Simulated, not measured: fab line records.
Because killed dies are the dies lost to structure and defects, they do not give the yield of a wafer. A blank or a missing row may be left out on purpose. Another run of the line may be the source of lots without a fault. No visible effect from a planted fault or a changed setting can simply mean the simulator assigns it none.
Matching of chambers + flow n5-finfet + N5_BEOL_M7_ILD_DEP_00 on pecvd-01 has 3 sister chambers
The step deposits SiCOH lowk from DEMS/porogen, target thk 179.75 nm, time 33.4 s. 3 wafers are shown with their chamber, then 7 later ones without.

## WAFERS WITH THEIR CHAMBER
| wafer  | chamber | throttle-valve-pct (%) |
|--------|---------|------------------------|
| L086.4 | 1       | 13.9                   |
| L086.5 | 2       | 13.6                   |
| L088.4 | 0       | 12.6                   |

## WAFERS WHOSE CHAMBER IS MISSING
| wafer  | throttle-valve-pct (%) |
|--------|------------------------|
| L088.6 | 13.7                   |
| L090.2 | 13.8                   |
| L090.4 | 13.8                   |
| L090.6 | 12.5                   |
| L094.1 | 12.7                   |
| L094.2 | 13.8                   |
| L094.6 | 14.0                   |

## CHAMBER TAKEN BY EACH
| wafer  | from the rows above     | in truth |
|--------|-------------------------|----------|
| L088.6 | can't be placed: 2 or 1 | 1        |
| L090.2 | can't be placed: 1 or 2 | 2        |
| L090.4 | can't be placed: 1 or 2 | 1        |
| L090.6 | 0                       | 0        |
| L094.1 | 0                       | 0        |
| L094.2 | can't be placed: 1 or 2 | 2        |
| L094.6 | 1                       | 1        |
Correctly placed: 3 of 7. From these rows, 4 cannot be placed; in 4 the true chamber is one of the candidates. Placed wrongly: 0.
How it was worked out, from the rows above alone: a wafer's distance from a chamber is the root of the sum, over the readings, of the square of ((its reading less the chamber's mean) divided by the reading's scatter). The wafer belongs to the nearest chamber; if the next one is less than 2 further off, it can't be placed. The mean given for a chamber averages the wafers shown for that chamber. The scatter: with one shown wafer a chamber, the root of the mean of the squares of how far each hidden wafer lies from its nearest shown one.
